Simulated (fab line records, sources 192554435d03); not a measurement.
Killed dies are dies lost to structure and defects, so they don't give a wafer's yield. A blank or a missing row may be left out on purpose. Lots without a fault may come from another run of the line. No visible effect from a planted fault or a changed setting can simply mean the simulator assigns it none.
Matching of chambers    flow n5-finfet    N5_HKMG_FIN_NWFM_ALD_20 on ald-metal-01 has 4 sister chambers
The step deposits TiAlC, target thk 2 nm, pulse time 3 s, purge time 2 s. 7 wafers are shown with their chamber, then 7 later ones without.

## EACH WAFER AND ITS CHAMBER
wafer   chamber  heater-power-w (W)  precursor-pulse-height-rel
L081.3  1        509                 0.989
L082.2  2        530                 0.991
L085.1  2        517                 1.019
L085.2  3        468                 1.016
L085.6  0        460                 1.019
L086.4  0        454                 1.002
L086.5  3        485                 1.016

## WAFERS MISSING THEIR CHAMBER
wafer   heater-power-w (W)  precursor-pulse-height-rel
L086.6  459                 0.986
L091.1  467                 0.991
L091.3  512                 0.996
L091.4  465                 0.983
L096.4  502                 0.970
L096.5  521                 0.995
L096.6  523                 0.973

## THE CHAMBER EACH PASSED THROUGH
wafer   from the rows above      in truth
L086.6  can't be placed: 0 or 3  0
L091.1  can't be placed: 0 or 3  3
L091.3  can't be placed: 1 or 2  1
L091.4  can't be placed: 0 or 3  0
L096.4  can't be placed: 1 or 2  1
L096.5  can't be placed: 2 or 1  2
L096.6  can't be placed: 1 or 2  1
Placed correctly: 0 of 7. Can't be placed from these rows: 7 (the true chamber is among the candidates in 7). 0 placed wrongly.
How it was worked out, from the rows above alone: a wafer's distance from a chamber is the root of the sum, over the readings, of the square of ((its reading less the chamber's mean) divided by the reading's scatter). If the next closest chamber is less than 2 further off than the closest, the wafer can't be placed; otherwise it belongs to the closest. A chamber's mean is the mean of its shown wafers. The scatter: the root of (the sum of the squares of (reading less its chamber's mean) over the shown wafers, divided by (wafers less chambers)).
